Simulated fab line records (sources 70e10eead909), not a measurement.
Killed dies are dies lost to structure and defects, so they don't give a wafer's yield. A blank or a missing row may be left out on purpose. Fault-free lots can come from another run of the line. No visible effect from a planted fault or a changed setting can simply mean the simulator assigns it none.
The tool behind it: which one? || flow nand harc || 24 lots with 72 wafers sampled at 5 steps, on a route of 1159 steps

== WHAT EACH GAUGE READ, for each wafer ==
NHARC_P_M2_OVL_MEAS_10: pitch 340 nm. Usual: overlay x nm -0.1 nm, standard deviation 0.78; overlay y nm 0.2 nm, standard deviation 0.86.
{"lot": "L074", "measured": "day 6 03:16", "on": "overlay-02", "overlay x nm (nm)": "0.7 0.9 0.7", "overlay y nm (nm)": "-0.7 -1.0 -1.0", "flag": ""}
{"lot": "L075", "measured": "day 6 14:28", "on": "overlay-02", "overlay x nm (nm)": "1.1 1.5 1.0", "overlay y nm (nm)": "0.7 1.5 0.9", "flag": ""}
{"lot": "L076", "measured": "day 6 17:43", "on": "overlay-01", "overlay x nm (nm)": "-0.4 -0.8 -1.0", "overlay y nm (nm)": "1.3 0.8 1.1", "flag": ""}
{"lot": "L077", "measured": "day 6 22:39", "on": "overlay-02", "overlay x nm (nm)": "1.1 1.4 0.9", "overlay y nm (nm)": "-0.6 -0.1 -0.6", "flag": ""}
{"lot": "L078", "measured": "day 7 00:57", "on": "overlay-02", "overlay x nm (nm)": "-0.9 -1.2 -0.6", "overlay y nm (nm)": "0.3 0.2 0.4", "flag": ""}
{"lot": "L080", "measured": "day 7 16:47", "on": "overlay-01", "overlay x nm (nm)": "0.6 0.3 0.2", "overlay y nm (nm)": "-0.4 -0.7 -0.5", "flag": ""}
{"lot": "L079", "measured": "day 7 17:07", "on": "overlay-01", "overlay x nm (nm)": "0.4 0.3 0.4", "overlay y nm (nm)": "1.0 0.7 0.5", "flag": ""}
{"lot": "L081", "measured": "day 8 03:01", "on": "overlay-01", "overlay x nm (nm)": "-1.0 -0.8 -0.6", "overlay y nm (nm)": "0.3 0.5 0.2", "flag": ""}
{"lot": "L082", "measured": "day 8 06:36", "on": "overlay-01", "overlay x nm (nm)": "0.1 -0.1 -0.4", "overlay y nm (nm)": "0.0 -0.3 0.4", "flag": ""}
{"lot": "L083", "measured": "day 8 11:08", "on": "overlay-02", "overlay x nm (nm)": "1.9 2.3 1.7", "overlay y nm (nm)": "0.9 0.4 0.3", "flag": ""}
{"lot": "L084", "measured": "day 8 11:33", "on": "overlay-02", "overlay x nm (nm)": "-1.4 -1.3 -1.2", "overlay y nm (nm)": "-0.7 -0.6 -1.2", "flag": ""}
{"lot": "L087", "measured": "day 9 08:02", "on": "overlay-01", "overlay x nm (nm)": "-0.2 0.5 0.4", "overlay y nm (nm)": "0.3 0.7 0.0", "flag": ""}
{"lot": "L085", "measured": "day 9 09:07", "on": "overlay-01", "overlay x nm (nm)": "-1.3 -0.9 -0.8", "overlay y nm (nm)": "0.3 0.8 0.5", "flag": ""}
{"lot": "L086", "measured": "day 9 09:59", "on": "overlay-01", "overlay x nm (nm)": "-0.5 -0.7 -0.3", "overlay y nm (nm)": "-1.2 -0.7 -0.7", "flag": ""}
{"lot": "L089", "measured": "day 9 19:40", "on": "overlay-02", "overlay x nm (nm)": "-0.6 -0.4 -1.2", "overlay y nm (nm)": "-0.4 -0.6 -0.6", "flag": ""}
{"lot": "L088", "measured": "day 10 00:25", "on": "overlay-02", "overlay x nm (nm)": "0.5 0.2 0.6", "overlay y nm (nm)": "-0.9 -0.5 -0.6", "flag": ""}
{"lot": "L090", "measured": "day 10 11:34", "on": "overlay-02", "overlay x nm (nm)": "0.1 -0.3 -0.1", "overlay y nm (nm)": "2.2 2.0 1.6", "flag": ""}
{"lot": "L092", "measured": "day 10 15:51", "on": "overlay-01", "overlay x nm (nm)": "-0.7 0.4 0.1", "overlay y nm (nm)": "-1.0 -0.5 -0.3", "flag": ""}
{"lot": "L091", "measured": "day 10 16:19", "on": "overlay-02", "overlay x nm (nm)": "-0.6 -0.3 -0.2", "overlay y nm (nm)": "-0.8 -0.6 -0.2", "flag": ""}
{"lot": "L093", "measured": "day 11 02:12", "on": "overlay-02", "overlay x nm (nm)": "0.0 0.1 0.1", "overlay y nm (nm)": "0.2 0.1 0.3", "flag": ""}
{"lot": "L094", "measured": "day 11 03:25", "on": "overlay-01", "overlay x nm (nm)": "-0.2 -0.3 -0.4", "overlay y nm (nm)": "1.3 0.9 1.4", "flag": ""}
{"lot": "L095", "measured": "day 11 05:40", "on": "overlay-01", "overlay x nm (nm)": "-0.6 -0.6 -1.1", "overlay y nm (nm)": "0.1 -0.1 -0.4", "flag": ""}
{"lot": "L097", "measured": "day 11 20:40", "on": "overlay-02", "overlay x nm (nm)": "0.1 -0.3 0.4", "overlay y nm (nm)": "0.7 0.6 1.0", "flag": ""}
{"lot": "L096", "measured": "day 11 21:55", "on": "overlay-02", "overlay x nm (nm)": "0.3 0.2 0.1", "overlay y nm (nm)": "1.4 1.3 1.6", "flag": ""}

NHARC_A_SOURCE_PLATE_THK_MEAS_06: measures by ellipsometry. Usual: thk nm reads 201.0 nm (standard deviation 2.4).
{"lot": "L074", "measured": "day 7 10:53", "on": "film metro-02", "thk nm (nm)": "197.2 200.6 197.0", "flag": ""}
{"lot": "L075", "measured": "day 7 22:51", "on": "film metro-01", "thk nm (nm)": "196.9 201.4 201.3", "flag": ""}
{"lot": "L076", "measured": "day 7 22:51", "on": "film metro-02", "thk nm (nm)": "199.1 200.4 201.4", "flag": ""}
{"lot": "L077", "measured": "day 8 05:02", "on": "film metro-02", "thk nm (nm)": "197.7 200.2 200.5", "flag": ""}
{"lot": "L078", "measured": "day 8 05:02", "on": "film metro-01", "thk nm (nm)": "198.7 198.6 200.1", "flag": ""}
{"lot": "L080", "measured": "day 9 01:35", "on": "film metro-02", "thk nm (nm)": "199.7 200.4 204.2", "flag": ""}
{"lot": "L079", "measured": "day 9 01:37", "on": "film metro-02", "thk nm (nm)": "200.9 198.8 201.2", "flag": ""}
{"lot": "L081", "measured": "day 9 11:19", "on": "film metro-01", "thk nm (nm)": "203.9 204.2 206.5", "flag": ""}
{"lot": "L082", "measured": "day 9 11:19", "on": "film metro-02", "thk nm (nm)": "205.7 204.0 204.2", "flag": ""}
{"lot": "L083", "measured": "day 9 17:47", "on": "film metro-01", "thk nm (nm)": "201.6 204.2 201.1", "flag": ""}
{"lot": "L084", "measured": "day 9 17:47", "on": "film metro-02", "thk nm (nm)": "204.0 204.7 202.8", "flag": ""}
{"lot": "L087", "measured": "day 10 15:01", "on": "film metro-01", "thk nm (nm)": "202.8 203.3 202.6", "flag": ""}
{"lot": "L085", "measured": "day 10 15:01", "on": "film metro-02", "thk nm (nm)": "205.0 204.0 204.7", "flag": ""}
{"lot": "L086", "measured": "day 10 15:01", "on": "film metro-01", "thk nm (nm)": "199.8 203.0 200.7", "flag": ""}
{"lot": "L089", "measured": "day 11 02:02", "on": "film metro-01", "thk nm (nm)": "202.0 202.1 202.1", "flag": ""}
{"lot": "L088", "measured": "day 11 09:24", "on": "film metro-01", "thk nm (nm)": "203.3 203.5 198.4", "flag": ""}
{"lot": "L090", "measured": "day 11 18:53", "on": "film metro-01", "thk nm (nm)": "201.8 202.2 202.2", "flag": ""}
{"lot": "L092", "measured": "day 12 01:53", "on": "film metro-01", "thk nm (nm)": "201.1 199.6 202.5", "flag": ""}
{"lot": "L091", "measured": "day 12 01:55", "on": "film metro-02", "thk nm (nm)": "198.2 200.4 199.0", "flag": ""}
{"lot": "L093", "measured": "day 12 12:06", "on": "film metro-01", "thk nm (nm)": "202.3 199.4 199.5", "flag": ""}
{"lot": "L094", "measured": "day 12 12:07", "on": "film metro-02", "thk nm (nm)": "199.4 202.2 200.3", "flag": ""}
{"lot": "L095", "measured": "day 12 12:06", "on": "film metro-02", "thk nm (nm)": "196.7 197.3 198.1", "flag": ""}
{"lot": "L097", "measured": "day 13 04:52", "on": "film metro-02", "thk nm (nm)": "199.5 198.8 198.1", "flag": ""}
{"lot": "L096", "measured": "day 13 04:50", "on": "film metro-01", "thk nm (nm)": "196.2 197.3 198.0", "flag": ""}

NHARC_A_SOURCE_PLATE_INSPECT_08. Usual: raw defect count reads 58 (standard deviation 25).
{"lot": "L074", "measured": "day 7 10:59", "on": "defect inspect-01", "raw defect count": "47 42 34", "flag": ""}
{"lot": "L075", "measured": "day 7 22:55", "on": "defect inspect-02", "raw defect count": "32 69 73", "flag": ""}
{"lot": "L076", "measured": "day 7 22:55", "on": "defect inspect-01", "raw defect count": "73 81 146", "flag": ""}
{"lot": "L077", "measured": "day 8 05:06", "on": "defect inspect-01", "raw defect count": "69 85 75", "flag": ""}
{"lot": "L078", "measured": "day 8 05:06", "on": "defect inspect-02", "raw defect count": "40 48 62", "flag": ""}
{"lot": "L080", "measured": "day 9 01:41", "on": "defect inspect-02", "raw defect count": "63 37 92", "flag": ""}
{"lot": "L079", "measured": "day 9 01:41", "on": "defect inspect-01", "raw defect count": "38 38 58", "flag": ""}
{"lot": "L081", "measured": "day 9 11:23", "on": "defect inspect-01", "raw defect count": "26 27 37", "flag": ""}
{"lot": "L082", "measured": "day 9 11:23", "on": "defect inspect-01", "raw defect count": "57 37 54", "flag": ""}
{"lot": "L083", "measured": "day 9 17:51", "on": "defect inspect-02", "raw defect count": "35 60 90", "flag": ""}
{"lot": "L084", "measured": "day 9 17:51", "on": "defect inspect-01", "raw defect count": "72 77 59", "flag": ""}
{"lot": "L087", "measured": "day 10 15:05", "on": "defect inspect-01", "raw defect count": "35 35 32", "flag": ""}
{"lot": "L085", "measured": "day 10 15:04", "on": "defect inspect-02", "raw defect count": "45 58 40", "flag": ""}
{"lot": "L086", "measured": "day 10 15:04", "on": "defect inspect-01", "raw defect count": "100 45 66", "flag": ""}
{"lot": "L089", "measured": "day 11 02:07", "on": "defect inspect-01", "raw defect count": "34 16 24", "flag": ""}
{"lot": "L088", "measured": "day 11 09:31", "on": "defect inspect-01", "raw defect count": "81 81 105", "flag": ""}
{"lot": "L090", "measured": "day 11 18:58", "on": "defect inspect-01", "raw defect count": "68 41 27", "flag": ""}
{"lot": "L092", "measured": "day 12 01:58", "on": "defect inspect-02", "raw defect count": "38 50 52", "flag": ""}
{"lot": "L091", "measured": "day 12 02:00", "on": "defect inspect-01", "raw defect count": "61 74 60", "flag": ""}
{"lot": "L093", "measured": "day 12 12:10", "on": "defect inspect-02", "raw defect count": "48 37 63", "flag": ""}
{"lot": "L094", "measured": "day 12 12:11", "on": "defect inspect-01", "raw defect count": "28 45 31", "flag": ""}
{"lot": "L095", "measured": "day 12 12:10", "on": "defect inspect-01", "raw defect count": "63 72 71", "flag": ""}
{"lot": "L097", "measured": "day 13 04:58", "on": "defect inspect-02", "raw defect count": "89 53 43", "flag": ""}
{"lot": "L096", "measured": "day 13 04:55", "on": "defect inspect-02", "raw defect count": "61 55 83", "flag": ""}

== EACH LOT AND THE TOOL THAT RAN IT (in order: tool; ch and the chambers of the sampled wafers; start) ==
{"lot": "L074", "NHARC_P_M1_DEGAS_29": "pvd sputter-02, day 6 00:19", "NHARC_P_BONDPAD_CMP_19": "cmp-01 ch 0,2,3, day 6 09:57"}
{"lot": "L075", "NHARC_P_M1_DEGAS_29": "pvd sputter-01, day 6 11:25", "NHARC_P_BONDPAD_CMP_19": "cmp-01 ch 2,3, day 6 21:09"}
{"lot": "L076", "NHARC_P_M1_DEGAS_29": "pvd sputter-02, day 6 14:40", "NHARC_P_BONDPAD_CMP_19": "cmp-03 ch 0,1,3, day 7 00:26"}
{"lot": "L077", "NHARC_P_M1_DEGAS_29": "pvd sputter-02, day 6 19:44", "NHARC_P_BONDPAD_CMP_19": "cmp-03 ch 1,3, day 7 05:24"}
{"lot": "L078", "NHARC_P_M1_DEGAS_29": "pvd sputter-03, day 6 21:52", "NHARC_P_BONDPAD_CMP_19": "cmp-02 ch 0,1,3, day 7 08:01"}
{"lot": "L080", "NHARC_P_M1_DEGAS_29": "pvd sputter-01, day 7 13:45", "NHARC_P_BONDPAD_CMP_19": "cmp-02 ch 0,2, day 7 23:48"}
{"lot": "L079", "NHARC_P_M1_DEGAS_29": "pvd sputter-02, day 7 14:06", "NHARC_P_BONDPAD_CMP_19": "cmp-03 ch 1,3, day 8 00:33"}
{"lot": "L081", "NHARC_P_M1_DEGAS_29": "pvd sputter-03, day 8 00:05", "NHARC_P_BONDPAD_CMP_19": "cmp-02 ch 1,2, day 8 09:46"}
{"lot": "L082", "NHARC_P_M1_DEGAS_29": "pvd sputter-01, day 8 03:40", "NHARC_P_BONDPAD_CMP_19": "cmp-03 ch 0,1, day 8 13:40"}
{"lot": "L083", "NHARC_P_M1_DEGAS_29": "pvd sputter-02, day 8 08:07", "NHARC_P_BONDPAD_CMP_19": "cmp-01 ch 1,2,3, day 8 17:44"}
{"lot": "L084", "NHARC_P_M1_DEGAS_29": "pvd sputter-01, day 8 08:30", "NHARC_P_BONDPAD_CMP_19": "cmp-03 ch 0,1,2, day 8 18:21"}
{"lot": "L087", "NHARC_P_M1_DEGAS_29": "pvd sputter-03, day 9 04:40", "NHARC_P_BONDPAD_CMP_19": "cmp-03 ch 0,2,3, day 9 14:50"}
{"lot": "L085", "NHARC_P_M1_DEGAS_29": "pvd sputter-01, day 9 06:10", "NHARC_P_BONDPAD_CMP_19": "cmp-02 ch 0,3, day 9 15:41"}
{"lot": "L086", "NHARC_P_M1_DEGAS_29": "pvd sputter-03, day 9 06:54", "NHARC_P_BONDPAD_CMP_19": "cmp-03 ch 0,1, day 9 17:08"}
{"lot": "L089", "NHARC_P_M1_DEGAS_29": "pvd sputter-02, day 9 16:43", "NHARC_P_BONDPAD_CMP_19": "cmp-01 ch 0,1,3, day 10 02:34"}
{"lot": "L088", "NHARC_P_M1_DEGAS_29": "pvd sputter-01, day 9 21:28", "NHARC_P_BONDPAD_CMP_19": "cmp-01 ch 0,1,3, day 10 07:34"}
{"lot": "L090", "NHARC_P_M1_DEGAS_29": "pvd sputter-03, day 10 08:32", "NHARC_P_BONDPAD_CMP_19": "cmp-01 ch 0,3, day 10 18:38"}
{"lot": "L092", "NHARC_P_M1_DEGAS_29": "pvd sputter-03, day 10 12:38", "NHARC_P_BONDPAD_CMP_19": "cmp-03 ch 1,2,3, day 10 22:35"}
{"lot": "L091", "NHARC_P_M1_DEGAS_29": "pvd sputter-02, day 10 13:11", "NHARC_P_BONDPAD_CMP_19": "cmp-01 ch 1,3, day 10 23:06"}
{"lot": "L093", "NHARC_P_M1_DEGAS_29": "pvd sputter-02, day 10 23:07", "NHARC_P_BONDPAD_CMP_19": "cmp-02 ch 2,3, day 11 09:53"}
{"lot": "L094", "NHARC_P_M1_DEGAS_29": "pvd sputter-03, day 11 00:02", "NHARC_P_BONDPAD_CMP_19": "cmp-02 ch 0,1,2, day 11 10:47"}
{"lot": "L095", "NHARC_P_M1_DEGAS_29": "pvd sputter-01, day 11 02:39", "NHARC_P_BONDPAD_CMP_19": "cmp-02 ch 0,2, day 11 12:24"}
{"lot": "L097", "NHARC_P_M1_DEGAS_29": "pvd sputter-02, day 11 17:37", "NHARC_P_BONDPAD_CMP_19": "cmp-02 ch 0,2, day 12 03:20"}
{"lot": "L096", "NHARC_P_M1_DEGAS_29": "pvd sputter-02, day 11 18:48", "NHARC_P_BONDPAD_CMP_19": "cmp-01 ch 1,3, day 12 04:34"}
- NHARC_P_M1_DEGAS_29: time 60 s.
- NHARC_P_BONDPAD_CMP_19: polishes, t overpolish 30 s, cu recess touch 16 s, target thk 160.81 nm.

== WHAT THE TOOLS THEMSELVES READ (means of the sampled wafers that have a number; where no wafer has one, the mark that the record gives instead) ==
NHARC_P_M1_DEGAS_29. Usual: heater power w reads 346 W (standard deviation 45).
{"lot": "L074", "tool": "pvd sputter-02", "heater power w (W)": 355, "flag": ""}
{"lot": "L075", "tool": "pvd sputter-01", "heater power w (W)": 342, "flag": ""}
{"lot": "L076", "tool": "pvd sputter-02", "heater power w (W)": 316, "flag": ""}
{"lot": "L077", "tool": "pvd sputter-02", "heater power w (W)": 317, "flag": ""}
{"lot": "L078", "tool": "pvd sputter-03", "heater power w (W)": 341, "flag": ""}
{"lot": "L080", "tool": "pvd sputter-01", "heater power w (W)": 335, "flag": ""}
{"lot": "L079", "tool": "pvd sputter-02", "heater power w (W)": 356, "flag": ""}
{"lot": "L081", "tool": "pvd sputter-03", "heater power w (W)": 340, "flag": ""}
{"lot": "L082", "tool": "pvd sputter-01", "heater power w (W)": 354, "flag": ""}
{"lot": "L083", "tool": "pvd sputter-02", "heater power w (W)": 368, "flag": ""}
{"lot": "L084", "tool": "pvd sputter-01", "heater power w (W)": 321, "flag": ""}
{"lot": "L087", "tool": "pvd sputter-03", "heater power w (W)": 348, "flag": ""}
{"lot": "L085", "tool": "pvd sputter-01", "heater power w (W)": 354, "flag": ""}
{"lot": "L086", "tool": "pvd sputter-03", "heater power w (W)": 338, "flag": ""}
{"lot": "L089", "tool": "pvd sputter-02", "heater power w (W)": 318, "flag": ""}
{"lot": "L088", "tool": "pvd sputter-01", "heater power w (W)": 337, "flag": ""}
{"lot": "L090", "tool": "pvd sputter-03", "heater power w (W)": 360, "flag": ""}
{"lot": "L092", "tool": "pvd sputter-03", "heater power w (W)": 351, "flag": ""}
{"lot": "L091", "tool": "pvd sputter-02", "heater power w (W)": 346, "flag": ""}
{"lot": "L093", "tool": "pvd sputter-02", "heater power w (W)": 396, "flag": ""}
{"lot": "L094", "tool": "pvd sputter-03", "heater power w (W)": 327, "flag": ""}
{"lot": "L095", "tool": "pvd sputter-01", "heater power w (W)": 341, "flag": ""}
{"lot": "L097", "tool": "pvd sputter-02", "heater power w (W)": 365, "flag": ""}
{"lot": "L096", "tool": "pvd sputter-02", "heater power w (W)": 342, "flag": ""}

NHARC_P_BONDPAD_CMP_19. Usual: motor current A 11.7 A, standard deviation 1; overpolish run s 30.000 s, standard deviation 0.0073.
{"lot": "L074", "tool": "cmp-01", "motor current A (A)": 11.8, "overpolish run s (s)": 30.005, "flag": ""}
{"lot": "L075", "tool": "cmp-01", "motor current A (A)": 11.7, "overpolish run s (s)": 30.003, "flag": ""}
{"lot": "L076", "tool": "cmp-03", "motor current A (A)": 11.5, "overpolish run s (s)": 29.997, "flag": ""}
{"lot": "L077", "tool": "cmp-03", "motor current A (A)": 11.8, "overpolish run s (s)": 29.998, "flag": ""}
{"lot": "L078", "tool": "cmp-02", "motor current A (A)": 10.8, "overpolish run s (s)": 29.998, "flag": ""}
{"lot": "L080", "tool": "cmp-02", "motor current A (A)": 12.3, "overpolish run s (s)": 29.995, "flag": ""}
{"lot": "L079", "tool": "cmp-03", "motor current A (A)": 11.0, "overpolish run s (s)": 29.997, "flag": ""}
{"lot": "L081", "tool": "cmp-02", "motor current A (A)": 12.7, "overpolish run s (s)": 30.001, "flag": ""}
{"lot": "L082", "tool": "cmp-03", "motor current A (A)": 12.3, "overpolish run s (s)": 29.993, "flag": ""}
{"lot": "L083", "tool": "cmp-01", "motor current A (A)": 11.4, "overpolish run s (s)": 29.997, "flag": ""}
{"lot": "L084", "tool": "cmp-03", "motor current A (A)": 12.3, "overpolish run s (s)": 29.999, "flag": ""}
{"lot": "L087", "tool": "cmp-03", "motor current A (A)": 11.9, "overpolish run s (s)": 30.010, "flag": ""}
{"lot": "L085", "tool": "cmp-02", "motor current A (A)": 10.1, "overpolish run s (s)": 30.008, "flag": ""}
{"lot": "L086", "tool": "cmp-03", "motor current A (A)": 12.1, "overpolish run s (s)": 30.006, "flag": ""}
{"lot": "L089", "tool": "cmp-01", "motor current A (A)": 11.4, "overpolish run s (s)": 29.998, "flag": ""}
{"lot": "L088", "tool": "cmp-01", "motor current A (A)": 11.5, "overpolish run s (s)": 29.999, "flag": ""}
{"lot": "L090", "tool": "cmp-01", "motor current A (A)": 11.5, "overpolish run s (s)": 30.005, "flag": ""}
{"lot": "L092", "tool": "cmp-03", "motor current A (A)": 11.9, "overpolish run s (s)": 30.002, "flag": ""}
{"lot": "L091", "tool": "cmp-01", "motor current A (A)": 11.4, "overpolish run s (s)": 29.998, "flag": ""}
{"lot": "L093", "tool": "cmp-02", "motor current A (A)": 12.5, "overpolish run s (s)": 30.001, "flag": ""}
{"lot": "L094", "tool": "cmp-02", "motor current A (A)": 12.0, "overpolish run s (s)": 30.000, "flag": ""}
{"lot": "L095", "tool": "cmp-02", "motor current A (A)": 12.1, "overpolish run s (s)": 29.998, "flag": ""}
{"lot": "L097", "tool": "cmp-02", "motor current A (A)": 12.3, "overpolish run s (s)": 30.000, "flag": ""}
{"lot": "L096", "tool": "cmp-01", "motor current A (A)": 11.2, "overpolish run s (s)": 30.001, "flag": ""}

== THE ANSWER, worked out from the rows above alone ==
Rule: a lot is off if the mean of its wafers that have a number lies more than 3 standard deviations from the usual mean. Also off: a lot with no number at a reading for which 4 or more lots have one. Where the step has rows for the other lots, those lots are counted as sound. Order of review: gauges by route order, followed by the tools' own readings, for which a lot's mean as printed above is used. The first step at which some lot is off is used, and at that step the reading that is off furthest; a lot without a number counts as furthest.
None of the lots is off at any reading shown; this tells nothing.

== WHAT THE SIMULATOR HAD INSERTED ==
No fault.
